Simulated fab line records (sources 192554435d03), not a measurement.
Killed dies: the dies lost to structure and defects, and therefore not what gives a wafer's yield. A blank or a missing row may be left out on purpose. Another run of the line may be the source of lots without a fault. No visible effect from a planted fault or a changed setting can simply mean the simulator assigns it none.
fab line records	flow n5_finfet
record: lots: 9	wafers: 27	last_day: 19
route steps=1938 shown HKMG_FIN@448 BEOL_M4@1111 PASSIVATION@1936
lots untouched by any fault: they come from a run of this same line in which no faults occurred
start_h: start of the lot's first displayed wafer, in hours after the record's first day	wait_h: time in hours since the lot's previous step	" the same as in the row above	L1.1+2: a single row standing in for several wafers	- either no value or no given start	* or withheld: withheld	< > ~ a bound
route shown NAME@n: NAME is a module with steps in the file, n the number in the route of the first one	usual: average and standard deviation across the fault-free wafers	same: alike in all rows	chamber/n: place in a boat	sites: readings site by site	_std_site: their standard deviation	_edge_site: outer sites' mean less inner sites'	radius_mm: for every site, how far away it sits from the centre of the wafer	mask NAME#n: copy n	behind: tool/chamber where the wafer was last shaped	hold: what put the lot on hold/how long, in hours/how the hold closed	device: whichever transistor did not switch (one of n, p or np)	end of line: the same wafers' tests at the end of the route	for a step that has no rows: nothing shown but its recipe	killed: the dies lost at the first sort to structure and to defects; this is not the yield of the wafer	map: shows each die of a wafer: x if killed, . if not, _ if none is there
set.NAME: the setting the step ran with; set.NAME@STEP: the setting that earlier step ran with	model.NAME: the simulator's own value behind a step, which no gauge read
steps of the route over a sample of lots; a table a step, a row a wafer
services: the hour from which a tool's chamber was out of use, counted from the record's first day as start_h (under 0 if before that day), plus the number of hours and why
== steps ==
step: N5_HKMG_FIN_NWFM_ALD_20
recipe: material: TiAlC	target_thk_a: 20	temp_c: 300	ald_precursor_family: TiCl4	ald_co_reactant: TEA	pulse_time_s: 3	purge_time_s: 2	co_reactant_purge_time_s: 2	co_reactant_pulse_time_s: 10	ald_cycles: 7	pressure_torr: 3
usual: heater_power_w: 517/70	precursor_pulse_height_rel: 0.997/0.018	susceptor_temp_C: 300.03/0.2
same: co_reactant_purge_time_s: 2
lot.wafer	tool	chamber	start_h	wait_h	heater_power_w	precursor_pulse_height_rel	susceptor_temp_C
L758.2	ald_metal-01	2	92.27	0.3	484	1.010	300.39
L758.4	"	3	"	"	530	0.972	299.69
L758.5	"	2	"	"	503	1.008	300.19
L759.2	ald_metal-02	3	97.63	0.3	643	1.000	300.03
L759.4	"	2	"	"	611	1.017	300.05
L759.5	"	2	"	"	624	0.978	300.14
L760.1	ald_metal-04	0	102.66	0.3	468	0.996	300.13
L760.3	"	2	"	"	426	0.947	299.95
L760.5	"	1	"	"	471	1.001	300.20
L762.1	ald_metal-04	0	113.27	0.3	433	1.013	288.61
L762.3	"	1	"	"	420	0.973	288.48
L762.4	"	3	"	"	472	1.013	288.39
L763.1	ald_metal-04	2	121.39	0.3	383	1.006	288.58
L763.2	"	1	"	"	421	0.976	288.59
L763.5	"	2	"	"	381	1.011	288.37
L775.1	ald_metal-02	0	192.03	0.3	596	0.984	299.93
L775.3	"	1	"	"	486	0.983	300.17
L775.6	"	2	"	"	619	0.987	300.10
L777.1	ald_metal-04	1	204.21	0.3	465	1.015	299.90
L777.2	"	3	"	"	497	1.003	300.18
L777.5	"	1	"	"	458	0.989	299.91
L779.2	ald_metal-04	2	215.66	0.3	430	1.002	300.05
L779.5	"	1	"	"	445	0.976	300.28
L779.6	"	2	"	"	436	0.995	299.88
L778.1	ald_metal-04	2	216.16	0.3	429	0.997	300.19
L778.5	"	1	"	"	452	1.019	299.84
L778.6	"	0	"	"	481	0.978	299.88
step: N5_HKMG_FIN_ETCH_67
recipe: chemistry: N2/H2	target: SOC	target_depth_a: 3889	stop_on: TiN	ion_energy_ev: 100	bias_w: 61	pressure_mtorr: 30	source_w: 850	n2_flow_sccm: 200	h2_flow_sccm: 200
usual: drypump_motor_current_A: 5.7/0.34	oes_product_au: 0.80/0.1	rf_vpp_V: 240.5/1.2	showerhead_plenum_p_Torr: 2.53/0.078	throttle_valve_pct: 17.72/0.25
lot.wafer	tool	chamber	start_h	wait_h	drypump_motor_current_A	oes_product_au	rf_hours_counter_h	rf_vpp_V	showerhead_plenum_p_Torr	throttle_valve_pct
L758.2	rie_diel-06	1	92.71	-	5.6	0.75	147	240.6	2.54	17.57
L758.4	"	2	"	"	5.7	0.67	-	240.9	2.50	17.97
L758.5	"	3	"	"	6.2	0.70	-	238.8	2.43	18.02
L759.2	rie_diel-02	2	98.07	-	5.7	0.95	7	238.3	2.50	17.55
L759.4	"	3	"	"	5.2	0.75	155	242.5	2.65	17.65
L759.5	"	0	"	"	5.9	0.74	-	243.3	2.64	17.58
L760.1	rie_diel-06	0	103.13	-	5.3	0.86	25	240.0	2.71	17.66
L760.3	"	3	"	"	6.1	0.71	201	239.1	2.42	18.02
L760.5	"	3	"	"	6.1	0.71	-	239.2	2.42	18.02
L762.1	rie_diel-06	3	113.75	-	6.2	0.70	207	241.7	2.42	18.03
L762.3	"	0	"	"	5.3	0.86	30	242.6	2.71	17.68
L762.4	"	0	"	"	5.3	0.86	-	242.2	2.71	17.66
L763.1	rie_diel-01	2	122.01	-	5.8	0.89	28	240.4	2.49	17.36
L763.2	"	1	"	"	5.5	0.70	202	239.6	2.52	18.16
L763.5	"	1	"	"	5.5	0.70	-	240.7	2.52	18.18
L775.1	rie_diel-01	2	192.47	-	5.7	0.84	60	238.7	2.47	17.42
L775.3	"	0	"	"	5.2	0.96	3	239.3	2.49	17.66
L775.6	"	0	"	"	5.2	0.98	-	241.2	2.49	17.64
L777.1	rie_diel-01	1	204.65	-	5.5	0.68	238	240.4	2.50	18.24
L777.2	"	2	"	"	5.8	0.84	64	238.6	2.47	17.42
L777.5	"	1	"	"	5.5	0.68	-	241.4	2.50	18.23
L779.2	rie_diel-02	1	216.16	-	5.9	0.87	31	239.9	2.49	17.61
L779.5	"	1	"	"	5.9	0.87	-	240.9	2.49	17.61
L779.6	"	3	"	"	5.2	0.72	-	241.8	2.64	17.71
L778.1	rie_diel-02	2	216.66	-	5.7	0.85	52	239.2	2.48	17.63
L778.5	"	3	"	"	5.2	0.71	-	242.0	2.63	17.73
L778.6	"	2	"	"	5.7	0.85	-	239.6	2.48	17.63
step: N5_HKMG_FIN_CMP_23
recipe: stop_on: SiNx	t_overpolish_s: 10	post_cmp_clean: rinse_only	down_force_psi: 4	platen_rpm: 50.289	pad_velocity_m_s: 1.0006	target_thk_nm: 46.326
usual: motor_current_A: 11.7/1.4	overpolish_run_s: 9.999/0.0089	time_to_endpoint_s: 12.3/1.8
lot.wafer	tool	chamber	start_h	wait_h	motor_current_A	overpolish_run_s	time_to_endpoint_s
L758.2	cmp-01	3	93.99	0.0	12.1	10.014	12.7
L758.4	"	2	"	"	13.9	10.000	12.9
L758.5	"	0	"	"	13.3	10.009	13.2
L759.4	cmp-01	0	99.34	0.0	13.1	9.985	12.7
L759.2	"	2	"	"	14.0	10.000	11.6
L759.5	"	0	"	"	13.4	10.001	13.5
L760.1	cmp-04	3	104.48	0.1	9.6	10.001	8.9
L760.3	"	1	"	"	10.0	9.987	11.0
L760.5	"	2	"	"	10.8	9.999	9.2
L762.1	cmp-01	2	115.03	0.0	12.9	9.995	14.3
L762.4	"	3	"	"	11.7	9.991	15.6
L762.3	"	0	"	"	13.5	9.994	13.9
L763.1	cmp-04	2	123.35	0.0	11.0	9.995	9.9
L763.2	"	1	"	"	10.0	10.000	9.9
L763.5	"	3	"	"	9.6	10.000	10.0
L775.3	cmp-01	2	193.92	0.1	13.2	10.016	11.9
L775.1	"	3	"	"	12.2	10.011	11.2
L775.6	"	2	"	"	13.2	9.994	11.4
L777.1	cmp-03	0	205.92	0.0	11.7	9.990	11.3
L777.2	"	1	"	"	14.4	9.992	11.8
L777.5	"	1	"	"	13.7	9.974	15.2
L779.2	cmp-04	1	217.80	0.2	10.2	9.997	11.8
L779.6	"	3	"	"	9.4	10.002	9.4
L779.5	"	0	"	"	10.8	10.007	11.5
L778.1	cmp-03	0	218.07	0.1	12.1	9.984	11.7
L778.5	"	3	"	"	12.5	9.999	14.1
L778.6	"	0	"	"	11.9	9.991	14.2
step: N5_HKMG_FIN_INSPECT_28
recipe: inspect_instrument: darkfield	mode: post_cmp
usual: raw_defect_count: 39/18
lot.wafer	tool	chamber	start_h	wait_h	raw_defect_count
L758.2	defect_inspect-02	-	94.70	0.0	23
L758.4	"	-	"	"	12
L758.5	"	-	"	"	28
L759.2	defect_inspect-01	-	100.06	0.0	78
L759.4	"	-	"	"	81
L759.5	"	-	"	"	74
L760.1	defect_inspect-02	-	105.11	0.0	52
L760.3	"	-	"	"	31
L760.5	"	-	"	"	46
L762.1	defect_inspect-01	-	115.74	0.0	22
L762.3	"	-	"	"	34
L762.4	"	-	"	"	27
L763.1	defect_inspect-02	-	124.06	0.0	26
L763.2	"	-	"	"	51
L763.5	"	-	"	"	27
L775.1	defect_inspect-01	-	194.55	0.0	55
L775.3	"	-	"	"	19
L775.6	"	-	"	"	25
L777.1	defect_inspect-01	-	206.64	0.0	23
L777.2	"	-	"	"	30
L777.5	"	-	"	"	25
L779.2	defect_inspect-01	-	218.35	0.0	24
L779.5	"	-	"	"	24
L779.6	"	-	"	"	33
L778.1	defect_inspect-02	-	218.70	0.0	49
L778.5	"	-	"	"	78
L778.6	"	-	"	"	59
step: N5_BEOL_M4_RC_MEAS_101
usual: DIBL_N: 36.1/1.3	DIBL_P: 36.1/1.7	IOFF_N: 0.154/0.022	IOFF_N_85C: 3.0/0.36	IOFF_N_LIN: 0.072/0.0088	IOFF_N_LONG: 5.47e-05/2.6e-06	IOFF_P: 0.201/0.024	IOFF_P_LONG: 0.000102/7.6e-06	ION_N: 675/8.9	ION_P: 462/5.9	SS_N: 71.5/0.49	SS_P: 73.3/0.58	VT_N: 250.0/2.7	VT_N_LONG: 275.2/1.9	VT_N_LVT: 98.5/2.8	VT_P: -251.3/2.7	VT_P_LONG: -276.1/2.9	VT_P_LVT: -99.6/1.9
lot.wafer	tool	chamber	start_h	wait_h	DIBL_N[mV/V]	DIBL_P[mV/V]	IOFF_N[nA/um]	IOFF_N_85C[nA/um]	IOFF_N_LIN[nA/um]	IOFF_N_LONG[nA/um]	IOFF_P[nA/um]	IOFF_P_LONG[nA/um]	ION_N[uA/um]	ION_P[uA/um]	SS_N[mV/dec]	SS_P[mV/dec]	VT_N[mV]	VT_N_LONG[mV]	VT_N_LVT[mV]	VT_P[mV]	VT_P_LONG[mV]	VT_P_LVT[mV]
L758.2	prober-01	0	170.57	0.2	36.8	37.7	0.168	3.3	0.079	5.17e-05	0.185	8.5e-05	678	452	72.2	73.7	250.7	278.5	95.0	-254.7	-283.7	-100.8
L758.4	"	0	"	"	36.0	36.4	0.146	2.9	0.071	5.17e-05	0.172	9e-05	662	452	71.3	73.7	251.7	278.2	98.0	-253.2	-280.3	-102.3
L758.5	"	0	"	"	37.6	38.3	0.165	3.3	0.078	5.18e-05	0.184	8.6e-05	676	448	72.1	73.5	250.3	280.0	95.5	-254.9	-282.6	-102.0
L760.1	prober-01	0	187.55	0.0	36.1	37.1	0.179	3.4	0.081	5.87e-05	0.224	0.000111	685	463	71.1	73.4	247.2	274.2	94.5	-246.5	-273.9	-96.8
L760.3	"	0	"	"	35.2	35.6	0.158	3.1	0.074	5.95e-05	0.199	0.000106	682	461	71.2	73.2	248.8	273.8	96.2	-250.6	-274.7	-98.1
L760.5	"	0	"	"	34.5	35.4	0.144	2.8	0.069	5.89e-05	0.200	0.00011	669	465	71.1	73.5	252.7	273.6	97.2	-250.5	-274.7	-99.5
L759.2	prober-02	0	189.27	0.2	37.6	37.2	0.164	3.2	0.077	5.61e-05	0.216	0.000104	681	468	71.6	73.5	250.3	273.7	97.2	-249.2	-275.5	-96.6
L759.4	"	0	"	"	38.4	38.5	0.181	3.6	0.084	5.61e-05	0.235	0.000103	684	468	72.1	73.9	248.3	275.3	94.7	-249.2	-278.9	-95.8
L759.5	"	0	"	"	35.2	34.9	0.134	2.7	0.066	5.73e-05	0.184	0.000108	681	466	71.5	73.4	252.3	275.0	100.4	-253.5	-276.2	-99.3
L762.1	prober-01	0	199.47	0.0	35.3	36.2	0.072	1.6	0.035	3.86e-05	0.250	0.00013	638	476	71.1	72.6	268.7	295.6	115.7	-244.2	-265.9	-90.1
L762.3	"	0	"	"	35.0	35.3	0.066	1.5	0.032	3.8e-05	0.221	0.000129	631	477	70.5	72.9	271.5	292.6	116.1	-243.6	-267.7	-93.8
L762.4	"	0	"	"	35.2	35.5	0.070	1.5	0.034	3.79e-05	0.239	0.000126	636	476	70.8	73.2	268.7	294.3	117.7	-243.0	-267.5	-92.4
L763.1	prober-02	0	212.89	0.0	36.1	34.8	0.075	1.7	0.035	3.72e-05	0.247	0.000123	624	473	71.9	72.5	270.8	293.5	118.8	-248.0	-270.0	-92.3
L763.2	"	0	"	"	35.3	33.5	0.072	1.6	0.035	3.76e-05	0.225	0.000126	636	470	72.0	72.7	269.4	294.5	116.9	-248.9	-269.7	-93.0
L763.5	"	0	"	"	35.4	33.9	0.068	1.5	0.032	3.71e-05	0.231	0.000124	628	473	71.2	73.1	273.4	297.5	119.1	-247.5	-266.5	-94.2
L775.1	prober-01	0	289.51	0.0	35.4	35.5	0.150	3.0	0.071	5.48e-05	0.197	0.000102	676	465	71.8	72.6	249.4	272.8	98.2	-252.2	-274.0	-99.5
L775.3	"	0	"	"	34.2	33.2	0.120	2.5	0.060	5.48e-05	0.163	0.000101	666	456	71.3	72.9	252.3	276.3	101.9	-252.5	-274.7	-101.1
L775.6	"	0	"	"	36.5	36.5	0.167	3.3	0.078	5.5e-05	0.208	0.000101	680	468	72.3	73.0	248.5	275.9	96.4	-249.7	-275.3	-98.0
L777.1	prober-01	0	293.85	0.0	36.3	37.0	0.169	3.2	0.081	5.81e-05	0.199	0.0001	683	464	71.6	73.0	247.2	272.9	95.4	-252.2	-278.8	-100.0
L777.2	"	0	"	"	36.2	36.7	0.165	3.2	0.078	5.63e-05	0.196	9.9e-05	672	453	71.1	73.2	248.2	273.0	95.7	-250.7	-278.1	-100.3
L777.5	"	0	"	"	37.9	38.0	0.194	3.6	0.090	5.75e-05	0.216	9.7e-05	690	465	71.3	73.8	245.6	272.8	94.1	-248.9	-278.3	-98.0
L778.1	prober-02	0	319.48	0.0	38.7	39.5	0.196	3.8	0.092	5.64e-05	0.268	0.000108	696	478	72.4	73.9	244.5	273.3	95.8	-245.7	-273.8	-95.6
L778.5	"	0	"	"	37.4	38.0	0.174	3.4	0.083	5.6e-05	0.247	0.00011	681	470	72.2	73.6	245.3	275.7	98.4	-248.8	-272.1	-96.8
L778.6	"	0	"	"	36.1	36.4	0.147	3.0	0.072	5.6e-05	0.211	0.000112	670	464	71.9	73.0	251.1	275.6	99.8	-247.4	-272.8	-99.1
L779.2	prober-01	0	322.61	0.2	35.0	35.5	0.129	2.7	0.065	5.13e-05	0.156	9.3e-05	667	456	71.1	73.3	251.5	278.8	97.4	-255.6	-278.4	-100.9
L779.5	"	0	"	"	35.0	36.1	0.136	2.8	0.067	5.09e-05	0.168	9.3e-05	678	460	71.8	72.9	249.9	277.9	95.9	-253.4	-280.5	-100.5
L779.6	"	0	"	"	35.9	36.4	0.141	2.8	0.070	5.17e-05	0.169	9.3e-05	677	462	72.3	73.3	250.5	276.9	96.6	-256.6	-277.0	-101.0
step: N5_PASSIVATION_PROBE_49
usual: defect_limited_yield: 90.9/1.3	killed_at_M0_to_M3: 35/10	killed_at_M4_up: 15/5.7	killed_at_contacts: 14/6.4	killed_at_front_end: 40/11	killed_at_other: 4/3.1	killed_dies: 108/16	killed_on_rim: 14/3.6	killed_open: 71/11	killed_short: 34/7.7	sort_bin_5_function: 5.4/0.9	sort_bin_6_memory: 3.4/0.61	sort_bin_8_speed: 0/0	sort_n_pass: 1072/16	sort_yield_pct: 90.9/1.3
same: gross_dies: 1180	killed_at_back_side: 0	sort_bin_4_leakage[%]: 0
lot.wafer	tool	chamber	start_h	wait_h	defect_limited_yield[%]	killed_at_M0_to_M3	killed_at_M4_up	killed_at_contacts	killed_at_front_end	killed_at_other	killed_dies	killed_on_rim	killed_open	killed_short	sort_bin_5_function[%]	sort_bin_6_memory[%]	sort_bin_8_speed[%]	sort_n_pass	sort_yield_pct[%]
L758.2	prober-01	-	272.96	0.1	89.5	66	9	22	23	4	124	18	91	33	6.4	4.0	0	1056	89.5
L758.4	prober-01	-	273.06	0.2	91.1	40	14	20	30	1	105	9	69	33	5.6	3.2	0	1075	91.1
L758.5	prober-01	-	273.11	0.2	91.7	31	10	14	39	4	98	12	67	28	4.7	3.1	0	1082	91.7
L759.2	prober-02	-	298.70	0.1	91.7	33	13	16	31	5	98	15	58	37	4.8	3.1	0	1082	91.7
L759.4	prober-02	-	298.80	0.2	91.4	28	24	10	29	10	101	15	62	36	5.1	3.3	0	1079	91.4
L759.5	prober-02	-	298.85	0.2	92.1	29	14	9	34	7	93	11	59	29	4.3	3.2	0	1087	92.1
L762.1	prober-01	-	299.79	0.0	90.2	31	13	31	31	10	116	18	73	39	5.4	3.7	3.73	1020	86.4
L762.3	prober-01	-	299.89	0.1	90.7	18	10	27	44	11	110	7	66	44	4.9	3.8	19.58	839	71.1
L762.4	prober-01	-	299.94	0.2	92.4	18	5	23	42	2	90	16	57	29	4.5	2.3	8.31	992	84.1
L760.1	prober-02	-	315.94	0.0	89.5	45	19	13	44	3	124	19	87	35	5.7	4.6	0	1056	89.5
L760.3	prober-02	-	316.04	0.1	93.1	27	9	9	33	4	82	13	50	32	4.7	2.3	0	1098	93.1
L760.5	prober-02	-	316.14	0.2	91.4	34	14	10	39	4	101	17	72	28	5.1	3.3	0	1079	91.4
L763.1	prober-01	-	327.26	0.0	89.5	64	16	4	40	0	124	16	83	41	5.8	4.4	26.27	746	63.2
L763.2	prober-01	-	327.31	0.1	91.0	39	10	8	47	2	106	17	66	35	6.1	2.3	2.97	1039	88.1
L763.5	prober-01	-	327.46	0.2	91.2	47	15	12	29	1	104	8	67	36	5.3	3.2	11.86	936	79.3
L777.1	prober-02	-	404.36	0.0	92.7	24	10	15	33	4	86	11	53	32	4.7	2.3	0	1094	92.7
L777.2	prober-02	-	404.41	0.1	90.9	35	12	19	38	3	107	12	63	42	5.2	3.4	0	1073	90.9
L777.5	prober-02	-	404.56	0.2	90.3	37	11	13	50	4	115	13	69	38	5.7	3.1	0	1065	90.3
L778.1	prober-01	-	426.59	0.0	89.7	38	15	11	56	1	121	17	77	42	6.1	3.8	0	1059	89.7
L778.5	prober-01	-	426.79	0.2	90.3	28	11	12	60	4	115	10	73	37	5.7	3.1	0	1065	90.3
L778.6	prober-01	-	426.84	0.3	90.6	38	13	12	44	4	111	12	74	32	6.1	3.1	0	1069	90.6
killed by level:class
L758.2 BEOL_M3:geometric_particle:open=23 MOL_CONTACT_COAG:geometric_particle:open=15 BEOL_M0_SAQP:geometric_particle:short=12 FIN_SAQP:geometric_particle:open=8 BEOL_M2:geometric_particle:open=8 MOL_CONTACT_COAG:geometric_particle:short=7 BEOL_M0_SAQP:geometric_particle:open=7 BEOL_M1:geometric_particle:open=7
L758.4 MOL_CONTACT_COAG:geometric_particle:open=14 BEOL_M3:geometric_particle:open=10 BEOL_M2:geometric_particle:open=7 STI_FIN_REVEAL:geometric_particle:open=6 BEOL_M0:geometric_particle:open=5 MOL_CONTACT_COAG:geometric_particle:short=5 STARTING-WAFER:geometric_particle:open=5 BEOL_M3:geometric_particle:short=5
L758.5 MOL_CONTACT_COAG:geometric_particle:open=13 FIN_SAQP:geometric_particle:open=9 STI_FIN_REVEAL:geometric_particle:open=6 BEOL_M1:geometric_particle:open=6 BEOL_M3:geometric_particle:open=6 FIN_SAQP:geometric_particle:short=5 DUMMY_GATE:geometric_particle:open=5 BEOL_M2:geometric_particle:open=5
L759.2 MOL_CONTACT_COAG:geometric_particle:open=10 FIN_SAQP:geometric_particle:open=8 BEOL_M0_SAQP:geometric_particle:short=8 BEOL_M3:geometric_particle:open=7 FIN_SAQP:geometric_particle:short=6 BEOL_M0_SAQP:geometric_particle:open=5 BEOL_M2:geometric_particle:open=5 BEOL_M5:geometric_particle:open=5
L759.4 BEOL_M4:geometric_particle:open=9 MOL_CONTACT_COAG:geometric_particle:open=8 BEOL_M3:geometric_particle:open=8 FIN_SAQP:geometric_particle:open=5 BEOL_M2:geometric_particle:open=5 FIN_SAQP:geometric_particle:short=4 ILD0:geometric_particle:short=4 GATE_CUT:geometric_particle:short=4
L759.5 FIN_SAQP:geometric_particle:open=9 BEOL_M0_SAQP:geometric_particle:open=9 BEOL_M3:geometric_particle:open=9 BEOL_M2:geometric_particle:open=8 MOL_CONTACT_COAG:geometric_particle:open=7 FIN_SAQP:geometric_particle:short=5 BEOL_M4:geometric_particle:open=5 STARTING-WAFER:geometric_particle:short=5
L762.1 MOL_CONTACT_COAG:geometric_particle:open=23 MOL_CONTACT_COAG:geometric_particle:short=8 BEOL_M0_SAQP:geometric_particle:short=7 FIN_SAQP:geometric_particle:open=6 BEOL_M1:geometric_particle:open=6 FIN_SAQP:geometric_particle:short=5 BEOL_M4:geometric_particle:open=5 BEOL_M0_SAQP:geometric_particle:open=4
L762.3 MOL_CONTACT_COAG:geometric_particle:open=21 FIN_SAQP:geometric_particle:short=17 FIN_SAQP:geometric_particle:open=6 STI_FIN_REVEAL:geometric_particle:open=6 MOL_CONTACT_COAG:geometric_particle:short=6 BEOL_M4:geometric_particle:open=6 BEOL_M3:geometric_particle:open=5 PASS1_CAP:geometric_particle:short=5
L762.4 MOL_CONTACT_COAG:geometric_particle:open=19 FIN_SAQP:geometric_particle:open=7 STI_FIN_REVEAL:geometric_particle:open=7 FIN_SAQP:geometric_particle:short=6 MOL_CONTACT_COAG:geometric_particle:short=4 BEOL_M1:geometric_particle:open=4 STARTING-WAFER:geometric_particle:short=4 HKMG_FIN:area_etch=4
L760.1 FIN_SAQP:geometric_particle:open=14 BEOL_M0_SAQP:geometric_particle:short=14 BEOL_M0_SAQP:geometric_particle:open=12 MOL_CONTACT_COAG:geometric_particle:open=11 STI_FIN_REVEAL:geometric_particle:open=9 FIN_SAQP:geometric_particle:short=8 BEOL_M4:geometric_particle:open=8 BEOL_M2:geometric_particle:open=7
L760.3 BEOL_M0_SAQP:geometric_particle:short=10 MOL_CONTACT_COAG:geometric_particle:open=8 FIN_SAQP:geometric_particle:open=7 BEOL_M0_SAQP:geometric_particle:open=7 STI_FIN_REVEAL:geometric_particle:open=5 STARTING-WAFER:geometric_particle:short=5 FIN_SAQP:geometric_particle:short=4 BEOL_M3:geometric_particle:open=4
L760.5 BEOL_M0_SAQP:geometric_particle:open=14 FIN_SAQP:geometric_particle:open=11 MOL_CONTACT_COAG:geometric_particle:open=9 BEOL_M0_SAQP:geometric_particle:short=9 BEOL_M1:geometric_particle:open=9 FIN_SAQP:geometric_particle:short=6 STI_FIN_REVEAL:geometric_particle:open=5 BEOL_M4:geometric_particle:open=5
L763.1 BEOL_M0_SAQP:geometric_particle:short=16 BEOL_M0_SAQP:geometric_particle:open=15 BEOL_M2:geometric_particle:open=14 BEOL_M3:geometric_particle:open=9 BEOL_M4:geometric_particle:open=8 FIN_SAQP:geometric_particle:open=6 GATE_CUT:geometric_particle:open=6 GATE_CUT:geometric_particle:short=6
L763.2 BEOL_M0_SAQP:geometric_particle:short=14 DUMMY_GATE:geometric_particle:open=9 BEOL_M4:geometric_particle:open=9 BEOL_M0_SAQP:geometric_particle:open=9 STI_FIN_REVEAL:geometric_particle:open=8 MOL_CONTACT_COAG:geometric_particle:open=7 BEOL_M3:geometric_particle:open=6 STI_FIN_REVEAL:geometric_particle:short=5
L763.5 BEOL_M0_SAQP:geometric_particle:short=11 BEOL_M2:geometric_particle:open=11 BEOL_M4:geometric_particle:open=8 BEOL_M0_SAQP:geometric_particle:open=8 MOL_CONTACT_COAG:geometric_particle:open=6 MOL_CONTACT_COAG:geometric_particle:short=6 BEOL_M1:geometric_particle:open=6 FIN_SAQP:geometric_particle:short=5
L777.1 MOL_CONTACT_COAG:geometric_particle:open=12 GATE_CUT:geometric_particle:short=8 BEOL_M0:geometric_particle:open=7 FIN_SAQP:geometric_particle:open=6 BEOL_M0_SAQP:geometric_particle:short=6 FIN_SAQP:geometric_particle:short=4 DUMMY_GATE:geometric_particle:open=4 GATE_CUT:geometric_particle:open=3
L777.2 MOL_CONTACT_COAG:geometric_particle:open=16 FIN_SAQP:geometric_particle:short=13 BEOL_M0_SAQP:geometric_particle:short=9 BEOL_M1:geometric_particle:open=8 BEOL_M0_SAQP:geometric_particle:open=8 GATE_CUT:geometric_particle:short=7 BEOL_M0:geometric_particle:open=5 FIN_SAQP:geometric_particle:open=4
L777.5 MOL_CONTACT_COAG:geometric_particle:open=12 FIN_SAQP:geometric_particle:short=10 GATE_CUT:geometric_particle:short=9 BEOL_M1:geometric_particle:open=8 STI_FIN_REVEAL:geometric_particle:open=7 DUMMY_GATE:geometric_particle:open=7 BEOL_M0_SAQP:geometric_particle:open=6 BEOL_M0_SAQP:geometric_particle:short=6
L778.1 BEOL_M3:geometric_particle:open=14 FIN_SAQP:geometric_particle:open=11 DUMMY_GATE:geometric_particle:open=9 GATE_CUT:geometric_particle:short=9 MOL_CONTACT_COAG:geometric_particle:open=9 FIN_SAQP:geometric_particle:short=7 STI_FIN_REVEAL:geometric_particle:open=6 BEOL_M4:geometric_particle:open=5
L778.5 STI_FIN_REVEAL:geometric_particle:open=15 MOL_CONTACT_COAG:geometric_particle:open=10 FIN_SAQP:geometric_particle:open=9 BEOL_M3:geometric_particle:open=8 FIN_SAQP:geometric_particle:short=6 BEOL_M0_SAQP:geometric_particle:short=5 HKMG_FIN:area_etch=5 FIN_CUT:geometric_particle:open=4
L778.6 BEOL_M3:geometric_particle:open=16 STI_FIN_REVEAL:geometric_particle:open=12 MOL_CONTACT_COAG:geometric_particle:open=9 GATE_CUT:geometric_particle:short=7 GATE_CUT:geometric_particle:open=6 FIN_SAQP:geometric_particle:short=5 BEOL_M0_SAQP:geometric_particle:open=4 BEOL_M4:geometric_particle:open=4
== services ==
tool	chamber	start_h	hours	kind
cmp-03	-	68.29	3.6	pm
cmp-03	-	85.84	4.0	pm
cmp-04	-	85.86	0.7	repair
rie_diel-02	1	106.75	-	clean
rie_diel-06	2	112.37	4.9	repair
ald_metal-02	-	113.13	2.8	pm
ald_metal-04	3	119.15	3.5	repair
rie_diel-01	0	119.86	2.2	repair
cmp-03	-	125.10	0.6	repair
ald_metal-01	3	130.16	13.0	repair
cmp-03	-	143.16	0.8	repair
ald_metal-02	-	144.38	0.7	repair
cmp-01	-	144.48	7.2	repair
ald_metal-02	2	156.52	9.5	repair
rie_diel-06	1	164.44	9.9	repair
ald_metal-01	-	168.85	0.6	repair
rie_diel-01	3	177.60	5.2	repair
ald_metal-01	2	178.30	7.8	repair
ald_metal-04	2	180.31	24.7	repair
cmp-01	-	181.22	2.8	repair
rie_diel-06	1	183.55	8.8	repair
rie_diel-02	0	212.15	22.1	repair
cmp-01	-	215.29	4.0	pm
rie_diel-06	3	215.95	2.9	repair
== key ==
first_sign: step: N5_HKMG_FIN_NWFM_ALD_20	reading: susceptor_temp_C	direction: down	sigmas: 59	usual: *	struck: *
effect: step: N5_BEOL_M4_RC_MEAS_101	reading: VT_N_LONG	direction: up	sigmas: 10	usual: 275.2	struck: 294.7
effect: step: N5_BEOL_M4_RC_MEAS_101	reading: VT_N	direction: up	sigmas: 7.6	usual: 250.0	struck: 270.4
effect: step: N5_BEOL_M4_RC_MEAS_101	reading: IOFF_N_LONG	direction: down	sigmas: 6.6	usual: 5.47e-05	struck: 3.77e-05
effect: step: N5_BEOL_M4_RC_MEAS_101	reading: VT_N_LVT	direction: up	sigmas: 6.6	usual: 98.5	struck: 117.4
effect: step: N5_BEOL_M4_RC_MEAS_101	reading: ION_N	direction: down	sigmas: 4.8	usual: 675	struck: 632
effect: step: N5_BEOL_M4_RC_MEAS_101	reading: IOFF_N_LIN	direction: down	sigmas: 4.4	usual: 0.072	struck: 0.034
effect: step: N5_BEOL_M4_RC_MEAS_101	reading: IOFF_N_85C	direction: down	sigmas: 4.1	usual: 3.0	struck: 1.6
effect: step: N5_BEOL_M4_RC_MEAS_101	reading: IOFF_N	direction: down	sigmas: 3.7	usual: 0.154	struck: 0.071
effect: step: N5_BEOL_M4_RC_MEAS_101	reading: VT_P_LVT	direction: up	sigmas: 3.7	usual: -99.6	struck: -92.6
effect: step: N5_BEOL_M4_RC_MEAS_101	reading: IOFF_P_LONG	direction: up	sigmas: 3.2	usual: 0.000102	struck: 0.000127
effect: step: N5_BEOL_M4_RC_MEAS_101	reading: VT_P_LONG	direction: up	sigmas: 2.8	usual: -276.1	struck: -267.9
effect: step: N5_BEOL_M4_RC_MEAS_101	reading: ION_P	direction: up	sigmas: 2.1	usual: 462	struck: 474
effect: step: N5_PASSIVATION_PROBE_49	reading: sort_bin_8_speed	direction: up	sigmas: 99+	usual: 0	struck: 12.12
met_at N5_HKMG_FIN_NWFM_ALD_20
struck_lots L762,L763
not_acting_at N5_HKMG_FIN_ETCH_67,N5_HKMG_FIN_CMP_23,N5_HKMG_FIN_INSPECT_28
onset_between 102.66 113.27
fault: kind: process_parameter_drift	tool: ald_metal-04	chamber: -	onset_h: 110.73	steps: N5_HKMG_FIN_NWFM_ALD_20	channel: temp_c	offset: *	shape: step	end_h: 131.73	acts_in: *	stated: *
